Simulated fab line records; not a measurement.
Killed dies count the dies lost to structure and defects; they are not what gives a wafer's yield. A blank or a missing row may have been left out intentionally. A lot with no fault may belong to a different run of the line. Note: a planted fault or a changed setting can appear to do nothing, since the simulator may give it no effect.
Which tool was responsible? | flow nandHarc | 63 wafers from 21 lots sampled at 6 of the route's 1302 steps

## WHAT THE GAUGES SHOWED, per wafer
The record holds no reading of a measuring or inspecting step that can be judged against a usual standard deviation.

## TOOL THAT RAN EACH LOT (tool first, then ch and the chambers of the sampled wafers, then the start)
lot  | NHARC_P_ZERO_WELL_ETCH_62                    | NHARC_P_ZERO_WELL_DESCUM_54       | NHARC_P_GATE_ETCHBACK_37                     | NHARC_P_GATE_STRIP_111              | NHARC_P_CONTACT_ETCH_35           | NHARC_P_CONTACT_ETCH_31
L074 | rieDiel-04 ch 0,1,3, day 2 01:47 or earlier  | rieDiel-04 ch 1,3, day 2 01:47    | rieDiel-03 ch 0,1,3, day 5 09:23 or earlier  | plasmaAsher-02 ch 0,1, day 5 09:23  | rieDiel-12 ch 1,2, day 5 17:20    | rieDiel-12 ch 0,1,2, no start
L075 | rieDiel-13 ch 0,1,3, day 2 11:58 or earlier  | rieDiel-01 ch 0,2, day 2 11:58    | rieDiel-05 ch 0,3, day 6 00:01 or earlier    | plasmaAsher-02 ch 0,1, day 6 00:01  | rieDiel-10 ch 0,1,2, day 6 07:52  | rieDiel-10 ch 0,2,3, no start
L076 | rieDiel-13 ch 1,2,3, day 2 22:02 or earlier  | rieDiel-04 ch 0,1,2, day 2 22:02  | rieDiel-05 ch 0,1,3, day 6 09:08 or earlier  | plasmaAsher-01 ch 0,1, day 6 09:08  | rieDiel-12 ch 1,2,3, day 6 16:44  | rieDiel-12 ch 0,1,2, no start
L077 | rieDiel-13 ch 0,2,3, day 3 08:03 or earlier  | rieDiel-13 ch 0,1,2, day 3 08:03  | rieDiel-05 ch 2,3, day 6 21:41 or earlier    | plasmaAsher-01 ch 0,1, day 6 21:41  | rieDiel-10 ch 1,2, day 7 05:23    | rieDiel-10 ch 0,3, no start
L078 | rieDiel-13 ch 1,2,3, day 3 17:51 or earlier  | rieDiel-13 ch 0,1,2, day 3 17:51  | rieDiel-03 ch 0,2,3, day 7 05:25 or earlier  | plasmaAsher-01 ch 0,1, day 7 05:25  | rieDiel-06 ch 0,1,2, day 7 13:13  | rieDiel-06 ch 1,2,3, no start
L080 | rieDiel-01 ch 0,1,2, day 4 13:44 or earlier  | rieDiel-01 ch 0,2,3, day 4 13:44  | rieDiel-05 ch 1,2, day 7 19:56 or earlier    | plasmaAsher-01 ch 0, day 7 19:56    | rieDiel-10 ch 1,2, day 8 05:00    | rieDiel-10 ch 0,1, no start
L081 | rieDiel-13 ch 0,1,3, day 4 23:53 or earlier  | rieDiel-01 ch 2,3, day 4 23:53    | rieDiel-08 ch 0,1, day 8 18:47 or earlier    | plasmaAsher-02 ch 0,1, day 8 18:47  | rieDiel-10 ch 1,2,3, day 9 02:52  | rieDiel-10 ch 1,2,3, no start
L082 | rieDiel-13 ch 0,2,3, day 5 09:55 or earlier  | rieDiel-04 ch 0,1,3, day 5 09:55  | rieDiel-03 ch 0,2,3, day 8 18:38 or earlier  | plasmaAsher-01 ch 0,1, day 8 18:38  | rieDiel-06 ch 0,2, day 9 02:05    | rieDiel-06 ch 1,2, no start
L083 | rieDiel-13 ch 0,1,3, day 5 19:58 or earlier  | rieDiel-13 ch 1,2,3, day 5 19:58  | rieDiel-05 ch 0,1,2, day 9 10:13 or earlier  | plasmaAsher-01 ch 0,1, day 9 10:13  | rieDiel-12 ch 1,2, day 9 18:26    | rieDiel-12 ch 0,2, no start
L084 | rieDiel-13 ch 0,2,3, day 6 05:45 or earlier  | rieDiel-01 ch 1,2,3, day 6 05:45  | rieDiel-08 ch 0,1,2, day 9 20:09 or earlier  | plasmaAsher-01 ch 0,1, day 9 20:09  | rieDiel-06 ch 1,2,3, day 10 03:56 | rieDiel-06 ch 1,2,3, no start
L086 | rieDiel-04 ch 0,1,3, day 7 01:50 or earlier  | rieDiel-01 ch 0,3, day 7 01:50    | rieDiel-05 ch 0,3, day 10 10:50 or earlier   | plasmaAsher-01 ch 0,1, day 10 10:50 | rieDiel-10 ch 0,1,3, day 10 18:35 | rieDiel-10 ch 0,1, no start
L087 | rieDiel-04 ch 0,3, day 7 11:51 or earlier    | rieDiel-01 ch 0,2, day 7 11:51    | rieDiel-03 ch 1,2,3, day 11 14:19 or earlier | plasmaAsher-01 ch 0,1, day 11 14:19 | rieDiel-06 ch 1,2, day 11 22:29   | rieDiel-06 ch 0,1,2, no start
L088 | rieDiel-01 ch 0,1,2, day 7 21:54 or earlier  | rieDiel-01 ch 0,1,2, day 7 21:54  | rieDiel-05 ch 1,2,3, day 11 17:08 or earlier | plasmaAsher-01 ch 0,1, day 11 17:08 | rieDiel-10 ch 0,1,2, day 12 00:54 | rieDiel-10 ch 0,1,2, no start
L089 | rieDiel-01 ch 1,3, day 8 07:54 or earlier    | rieDiel-13 ch 1,3, day 8 07:54    | rieDiel-08 ch 0,2, day 11 20:04 or earlier   | plasmaAsher-02 ch 0, day 11 20:04   | rieDiel-12 ch 0,1,2, day 12 03:40 | rieDiel-12 ch 0,2,3, no start
L090 | rieDiel-01 ch 1,2,3, day 8 18:07 or earlier  | rieDiel-13 ch 1,2, day 8 18:07    | rieDiel-03 ch 0,2, day 12 05:02 or earlier   | plasmaAsher-02 ch 0,1, day 12 05:02 | rieDiel-06 ch 1,2,3, day 12 12:55 | rieDiel-06 ch 1,2, no start
L091 | rieDiel-04 ch 1,2,3, day 9 04:04 or earlier  | rieDiel-04 ch 0,3, day 9 04:04    | rieDiel-08 ch 1,2, day 12 17:54 or earlier   | plasmaAsher-02 ch 0,1, day 12 17:54 | rieDiel-12 ch 0,1,2, day 13 01:48 | rieDiel-12 ch 1,2,3, no start
L092 | rieDiel-01 ch 0,3, day 9 14:24 or earlier    | rieDiel-04 ch 0,2,3, day 9 14:24  | rieDiel-08 ch 0,1, day 13 05:20 or earlier   | plasmaAsher-02 ch 0,1, day 13 05:20 | rieDiel-06 ch 0,2,3, day 13 12:59 | rieDiel-06 ch 1,2, no start
L094 | rieDiel-04 ch 0,1, day 10 09:49 or earlier   | rieDiel-01 ch 0,1, day 10 09:49   | rieDiel-03 ch 0,2,3, day 13 20:59 or earlier | plasmaAsher-02 ch 0,1, day 13 20:59 | rieDiel-06 ch 0,1,2, day 14 04:46 | rieDiel-06 ch 0,1,3, no start
L095 | rieDiel-04 ch 0,1,3, day 10 19:55 or earlier | rieDiel-13 ch 0,1,3, day 10 19:55 | rieDiel-05 ch 0,1,3, day 14 08:58 or earlier | plasmaAsher-02 ch 0,1, day 14 08:58 | rieDiel-12 ch 0,1,3, day 14 16:46 | rieDiel-12 ch 1,2,3, no start
L096 | rieDiel-01 ch 0,1,2, day 11 05:50 or earlier | rieDiel-04 ch 0,3, day 11 05:50   | rieDiel-08 ch 1,3, day 14 16:39 or earlier   | plasmaAsher-01 ch 0,1, day 14 16:39 | rieDiel-06 ch 2,3, day 15 00:27   | rieDiel-06 ch 0,1,3, no start
L097 | rieDiel-01 ch 0,2, day 11 17:50 or earlier   | rieDiel-01 ch 0,2,3, day 11 17:50 | rieDiel-08 ch 1,3, day 15 05:02 or earlier   | plasmaAsher-02 ch 1, day 15 05:02   | rieDiel-06 ch 2,3, day 15 12:41   | rieDiel-06 ch 1,3, no start
- NHARC_P_ZERO_WELL_ETCH_62: etches the open film in CHF3/Ar, target depth 13 nm, time 6.5 s.
- NHARC_P_ZERO_WELL_DESCUM_54: chemistry O2, time 3 s.
- NHARC_P_GATE_ETCHBACK_37: etches the open film in CHF3/O2, target depth 34.5 nm, time 17.2 s.
- NHARC_P_GATE_STRIP_111: strips in N2/H2, time 250 s.
- NHARC_P_CONTACT_ETCH_35: etches the open film in CF4, target depth 39 nm, time 65 s.
- NHARC_P_CONTACT_ETCH_31: etches the open film in CH3F/O2, target depth 30 nm, time 85.7 s.

## WHAT THE TOOLS THEMSELVES READ (means of the sampled wafers that have a number; where no wafer has one, the mark that the record gives instead)
NHARC_P_ZERO_WELL_ETCH_62. Usual: drypumpMotorCurrentA 5.8 A, standard deviation 0.44; oesProductAu 0.963 a.u., standard deviation 0.019; rfVppV 370.6 V, standard deviation 2.8; showerheadPlenumPTorr 2.35 Torr, standard deviation 0.12; throttleValvePct 20.216 %, standard deviation 0.0093.
lot  | tool       | drypumpMotorCurrentA (A) | oesProductAu (a.u.) | rfVppV (V) | showerheadPlenumPTorr (Torr) | throttleValvePct (%) | flag
L074 | rieDiel-04 | 5.9                      | 0.978               | 369.5      | 2.29                         | 20.213               | 
L075 | rieDiel-13 | 6.1                      | 0.975               | 369.6      | 2.31                         | 20.216               | 
L076 | rieDiel-13 | 5.9                      | 0.960               | 368.4      | 2.23                         | 20.225               | 
L077 | rieDiel-13 | 5.7                      | 0.961               | 370.6      | 2.34                         | 20.214               | 
L078 | rieDiel-13 | 5.9                      | 0.959               | 368.4      | 2.23                         | 20.217               | 
L080 | rieDiel-01 | 5.8                      | 0.973               | 372.9      | 2.44                         | 20.218               | 
L081 | rieDiel-13 | 6.1                      | 0.971               | 369.7      | 2.30                         | 20.212               | 
L082 | rieDiel-13 | 5.7                      | 0.975               | 371.0      | 2.34                         | 20.211               | 
L083 | rieDiel-13 | 6.1                      | 0.950               | 369.2      | 2.30                         | 20.217               | 
L084 | rieDiel-13 | 5.7                      | 0.927               | 370.1      | 2.34                         | 20.217               | 
L086 | rieDiel-04 | 5.9                      | 0.975               | 369.1      | 2.28                         | 20.210               | 
L087 | rieDiel-04 | 5.7                      | 0.981               | 369.8      | 2.32                         | 20.208               | 
L088 | rieDiel-01 | 5.8                      | 0.971               | 372.4      | 2.43                         | 20.221               | 
L089 | rieDiel-01 | 5.6                      | 0.970               | 372.9      | 2.42                         | 20.216               | 
L090 | rieDiel-01 | 5.8                      | 0.968               | 371.6      | 2.39                         | 20.222               | 
L091 | rieDiel-04 | 6.0                      | 0.967               | 370.6      | 2.36                         | 20.218               | 
L092 | rieDiel-01 | 5.2                      | 0.971               | 373.3      | 2.48                         | 20.215               | 
L094 | rieDiel-04 | 5.7                      | 0.967               | 370.4      | 2.35                         | 20.215               | 
L095 | rieDiel-04 | 5.9                      | 0.967               | 372.0      | 2.39                         | 20.212               | 
L096 | rieDiel-01 | 5.8                      | 0.949               | 373.0      | 2.42                         | 20.222               | 
L097 | rieDiel-01 | 6.1                      | 0.974               | 371.5      | 2.38                         | 20.220               | 

NHARC_P_ZERO_WELL_DESCUM_54. Usual: drypumpMotorCurrentA 5.8 A, standard deviation 0.45; oesProductAu 1.002 a.u., standard deviation 0.012; rfVppV 57.8 V, standard deviation 0.95; showerheadPlenumPTorr 1.93 Torr, standard deviation 0.099; throttleValvePct 11.312 %, standard deviation 0.0087.
lot  | tool       | drypumpMotorCurrentA (A) | oesProductAu (a.u.) | rfVppV (V) | showerheadPlenumPTorr (Torr) | throttleValvePct (%) | flag
L074 | rieDiel-04 | 6.1                      | 0.999               | 57.0       | 1.81                         | 11.316               | 
L075 | rieDiel-01 | 5.6                      | 1.002               | 58.7       | 2.02                         | 11.317               | 
L076 | rieDiel-04 | 5.7                      | 1.002               | 58.2       | 1.90                         | 11.316               | 
L077 | rieDiel-13 | 5.9                      | 1.010               | 57.7       | 1.91                         | 11.312               | 
L078 | rieDiel-13 | 5.9                      | 1.011               | 57.8       | 1.91                         | 11.312               | 
L080 | rieDiel-01 | 5.7                      | 1.000               | 58.5       | 1.99                         | 11.311               | 
L081 | rieDiel-01 | 6.1                      | 1.000               | 57.3       | 1.93                         | 11.317               | 
L082 | rieDiel-04 | 5.9                      | 1.005               | 56.9       | 1.86                         | 11.314               | 
L083 | rieDiel-13 | 5.9                      | 1.009               | 57.5       | 1.81                         | 11.307               | 
L084 | rieDiel-01 | 5.8                      | 1.003               | 58.0       | 1.96                         | 11.313               | 
L086 | rieDiel-01 | 5.1                      | 1.010               | 57.9       | 2.04                         | 11.314               | 
L087 | rieDiel-01 | 5.6                      | 1.013               | 58.1       | 2.01                         | 11.309               | 
L088 | rieDiel-01 | 5.7                      | 1.005               | 58.1       | 1.98                         | 11.316               | 
L089 | rieDiel-13 | 6.3                      | 1.002               | 57.2       | 1.77                         | 11.314               | 
L090 | rieDiel-13 | 5.8                      | 0.995               | 57.2       | 1.83                         | 11.310               | 
L091 | rieDiel-04 | 5.7                      | 0.982               | 58.2       | 1.99                         | 11.306               | 
L092 | rieDiel-04 | 5.7                      | 0.997               | 58.0       | 1.97                         | 11.304               | 
L094 | rieDiel-01 | 5.3                      | 1.015               | 58.1       | 2.04                         | 11.312               | 
L095 | rieDiel-13 | 6.1                      | 1.005               | 58.6       | 1.87                         | 11.326               | 
L096 | rieDiel-04 | 6.0                      | 0.992               | 58.7       | 2.03                         | 11.318               | 
L097 | rieDiel-01 | 5.6                      | 0.996               | 57.5       | 1.97                         | 11.311               | 

NHARC_P_GATE_ETCHBACK_37. Usual: drypumpMotorCurrentA 5.8 A, standard deviation 0.49; oesProductAu 0.940 a.u., standard deviation 0.029; rfVppV 370.7 V, standard deviation 1.7; showerheadPlenumPTorr 2.40 Torr, standard deviation 0.066; throttleValvePct 20.573 %, standard deviation 0.0089.
lot  | tool       | drypumpMotorCurrentA (A) | oesProductAu (a.u.) | rfVppV (V) | showerheadPlenumPTorr (Torr) | throttleValvePct (%) | flag
L074 | rieDiel-03 | 5.5                      | 0.940               | 374.0      | 2.53                         | 20.566               | 
L075 | rieDiel-05 | 5.5                      | 0.921               | 370.2      | 2.33                         | 20.575               | 
L076 | rieDiel-05 | 5.7                      | 0.927               | 370.5      | 2.37                         | 20.580               | 
L077 | rieDiel-05 | 5.5                      | 0.915               | 370.1      | 2.38                         | 20.565               | 
L078 | rieDiel-03 | 5.9                      | 0.932               | 371.2      | 2.46                         | 20.573               | 
L080 | rieDiel-05 | 5.9                      | 0.930               | 370.6      | 2.39                         | 20.576               | 
L081 | rieDiel-08 | 5.8                      | 0.990               | 370.4      | 2.37                         | 20.576               | 
L082 | rieDiel-03 | 5.9                      | 1.011               | 371.2      | 2.45                         | 20.571               | 
L083 | rieDiel-05 | 5.9                      | 0.937               | 368.8      | 2.36                         | 20.577               | 
L084 | rieDiel-08 | 5.7                      | 0.917               | 370.3      | 2.38                         | 20.580               | 
L086 | rieDiel-05 | 5.4                      | 0.917               | 369.2      | 2.36                         | 20.575               | 
L087 | rieDiel-03 | 6.0                      | 0.929               | 373.8      | 2.48                         | 20.571               | 
L088 | rieDiel-05 | 5.8                      | 0.944               | 371.1      | 2.39                         | 20.580               | 
L089 | rieDiel-08 | 5.7                      | 0.912               | 370.7      | 2.38                         | 20.576               | 
L090 | rieDiel-03 | 5.3                      | 0.941               | 372.1      | 2.45                         | 20.579               | 
L091 | rieDiel-08 | 5.7                      | 0.921               | 371.2      | 2.39                         | 20.573               | 
L092 | rieDiel-08 | 5.7                      | 0.923               | 370.6      | 2.38                         | 20.570               | 
L094 | rieDiel-03 | 5.9                      | 1.001               | 371.5      | 2.45                         | 20.580               | 
L095 | rieDiel-05 | 5.8                      | 0.962               | 369.9      | 2.37                         | 20.572               | 
L096 | rieDiel-08 | 5.8                      | 0.918               | 370.7      | 2.40                         | 20.572               | 
L097 | rieDiel-08 | 5.8                      | 0.922               | 370.4      | 2.40                         | 20.576               | 

NHARC_P_GATE_STRIP_111. Usual: drypumpMotorCurrentA 5.8 A, standard deviation 0.53; heaterPowerW 92 W, standard deviation 8.4.
lot  | tool           | drypumpMotorCurrentA (A) | heaterPowerW (W) | flag
L074 | plasmaAsher-02 | 5.3                      | 90               | 
L075 | plasmaAsher-02 | 5.3                      | 89               | 
L076 | plasmaAsher-01 | 6.1                      | 93               | 
L077 | plasmaAsher-01 | 6.0                      | 93               | 
L078 | plasmaAsher-01 | 6.3                      | 100              | 
L080 | plasmaAsher-01 | 5.8                      | 89               | 
L081 | plasmaAsher-02 | 5.4                      | 85               | 
L082 | plasmaAsher-01 | 6.3                      | 100              | 
L083 | plasmaAsher-01 | 6.3                      | 99               | 
L084 | plasmaAsher-01 | 6.3                      | 100              | 
L086 | plasmaAsher-01 | 6.3                      | 101              | 
L087 | plasmaAsher-01 | 6.1                      | 95               | 
L088 | plasmaAsher-01 | 6.1                      | 97               | 
L089 | plasmaAsher-02 | 5.6                      | 81               | 
L090 | plasmaAsher-02 | 5.4                      | 86               | 
L091 | plasmaAsher-02 | 5.4                      | 85               | 
L092 | plasmaAsher-02 | 5.4                      | 86               | 
L094 | plasmaAsher-02 | 5.4                      | 86               | 
L095 | plasmaAsher-02 | 5.4                      | 85               | 
L096 | plasmaAsher-01 | 6.1                      | 96               | 
L097 | plasmaAsher-02 | 5.1                      | 98               | 

NHARC_P_CONTACT_ETCH_35. Usual: drypumpMotorCurrentA 5.7 A, standard deviation 0.36; oesProductAu 1.004 a.u., standard deviation 0.013; rfVppV 151.1 V, standard deviation 1.4; showerheadPlenumPTorr 1.76 Torr, standard deviation 0.077; throttleValvePct 13.283 %, standard deviation 0.0093.
lot  | tool       | drypumpMotorCurrentA (A) | oesProductAu (a.u.) | rfVppV (V) | showerheadPlenumPTorr (Torr) | throttleValvePct (%) | flag
L074 | rieDiel-12 | 6.0                      | 1.017               | 151.1      | 1.80                         | 13.289               | 
L075 | rieDiel-10 | 5.9                      | 1.001               | 151.1      | 1.78                         | 13.284               | 
L076 | rieDiel-12 | 5.6                      | 0.995               | 152.0      | 1.81                         | 13.281               | 
L077 | rieDiel-10 | 5.8                      | 1.006               | 149.9      | 1.72                         | 13.282               | 
L078 | rieDiel-06 | 5.7                      | 0.999               | 149.7      | 1.69                         | 13.291               | 
L080 | rieDiel-10 | 5.8                      | 1.018               | 150.0      | 1.72                         | 13.284               | 
L081 | rieDiel-10 | 5.9                      | 1.016               | 152.1      | 1.75                         | 13.286               | 
L082 | rieDiel-06 | 5.6                      | 1.012               | 150.2      | 1.69                         | 13.279               | 
L083 | rieDiel-12 | 6.0                      | 1.006               | 152.2      | 1.80                         | 13.276               | 
L084 | rieDiel-06 | 5.7                      | 0.996               | 151.1      | 1.76                         | 13.273               | 
L086 | rieDiel-10 | 6.0                      | 1.021               | 152.0      | 1.80                         | 13.282               | 
L087 | rieDiel-06 | 5.7                      | 0.991               | 149.8      | 1.68                         | 13.285               | 
L088 | rieDiel-10 | 5.9                      | 1.002               | 150.1      | 1.78                         | 13.280               | 
L089 | rieDiel-12 | 5.5                      | 1.005               | 151.8      | 1.75                         | 13.283               | 
L090 | rieDiel-06 | 5.7                      | 1.004               | 151.4      | 1.75                         | 13.293               | 
L091 | rieDiel-12 | 5.5                      | 0.990               | 151.3      | 1.75                         | 13.297               | 
L092 | rieDiel-06 | 5.6                      | 1.001               | 150.8      | 1.76                         | 13.281               | 
L094 | rieDiel-06 | 5.6                      | 1.005               | 149.9      | 1.69                         | 13.287               | 
L095 | rieDiel-12 | 5.2                      | 1.006               | 151.3      | 1.77                         | 13.278               | 
L096 | rieDiel-06 | 5.8                      | 1.008               | 151.2      | 1.77                         | 13.283               | 
L097 | rieDiel-06 | 5.7                      | 1.003               | 151.3      | 1.77                         | 13.270               | 

NHARC_P_CONTACT_ETCH_31. Usual: drypumpMotorCurrentA 5.7 A, standard deviation 0.35; oesProductAu 0.981 a.u., standard deviation 0.015; rfVppV 244.2 V, standard deviation 1.8; showerheadPlenumPTorr 2.46 Torr, standard deviation 0.11; throttleValvePct 20.664 %, standard deviation 0.009.
lot  | tool       | drypumpMotorCurrentA (A) | oesProductAu (a.u.) | rfVppV (V) | showerheadPlenumPTorr (Torr) | throttleValvePct (%) | flag
L074 | rieDiel-12 | 5.5                      | 0.990               | 244.5      | 2.44                         | 20.664               | 
L075 | rieDiel-10 | 6.0                      | 0.987               | 245.1      | 2.51                         | 20.663               | 
L076 | rieDiel-12 | 5.5                      | 0.989               | 244.3      | 2.44                         | 20.658               | 
L077 | rieDiel-10 | 6.1                      | 0.983               | 246.1      | 2.55                         | 20.664               | 
L078 | rieDiel-06 | 5.7                      | 0.974               | 243.9      | 2.44                         | 20.667               | 
L080 | rieDiel-10 | 5.9                      | 0.962               | 245.6      | 2.55                         | 20.667               | 
L081 | rieDiel-10 | 5.9                      | 1.002               | 244.2      | 2.43                         | 20.666               | 
L082 | rieDiel-06 | 5.8                      | 0.979               | 242.4      | 2.36                         | 20.663               | 
L083 | rieDiel-12 | 5.7                      | 0.976               | 244.6      | 2.44                         | 20.664               | 
L084 | rieDiel-06 | 5.7                      | 0.979               | 244.1      | 2.44                         | 20.658               | 
L086 | rieDiel-10 | 6.0                      | 1.003               | 244.4      | 2.46                         | 20.663               | 
L087 | rieDiel-06 | 5.7                      | 0.962               | 242.4      | 2.34                         | 20.666               | 
L088 | rieDiel-10 | 5.9                      | 0.979               | 244.1      | 2.47                         | 20.667               | 
L089 | rieDiel-12 | 5.3                      | 0.984               | 243.8      | 2.46                         | 20.667               | 
L090 | rieDiel-06 | 5.7                      | 0.968               | 242.9      | 2.33                         | 20.669               | 
L091 | rieDiel-12 | 5.6                      | 0.988               | 245.2      | 2.51                         | 20.664               | 
L092 | rieDiel-06 | 5.8                      | 0.975               | 242.5      | 2.36                         | 20.667               | 
L094 | rieDiel-06 | 5.6                      | 0.992               | 243.8      | 2.41                         | 20.669               | 
L095 | rieDiel-12 | 5.6                      | 0.967               | 244.5      | 2.51                         | 20.662               | 
L096 | rieDiel-06 | 5.6                      | 0.985               | 243.5      | 2.41                         | 20.671               | 
L097 | rieDiel-06 | 5.6                      | 0.976               | 244.6      | 2.51                         | 20.665               | 

## THE ANSWER, worked out from the rows above alone
Rule: take the mean of a lot's wafers that have a number; if it is more than 3 standard deviations from the usual mean, the lot is off. A lot without any number at a reading at which 4 lots or more have one is off too. The other lots that the step has rows for count as sound. The gauges are gone through in route order, then the tools' own readings, and for those a lot's mean is taken as printed above. The first step at which some lot is off is used, and at that step the reading that is off furthest; a lot without a number counts as furthest.
Nothing can be told from this: no lot is off at any reading shown.

## WHAT HAD BEEN PUT IN BY THE SIMULATOR
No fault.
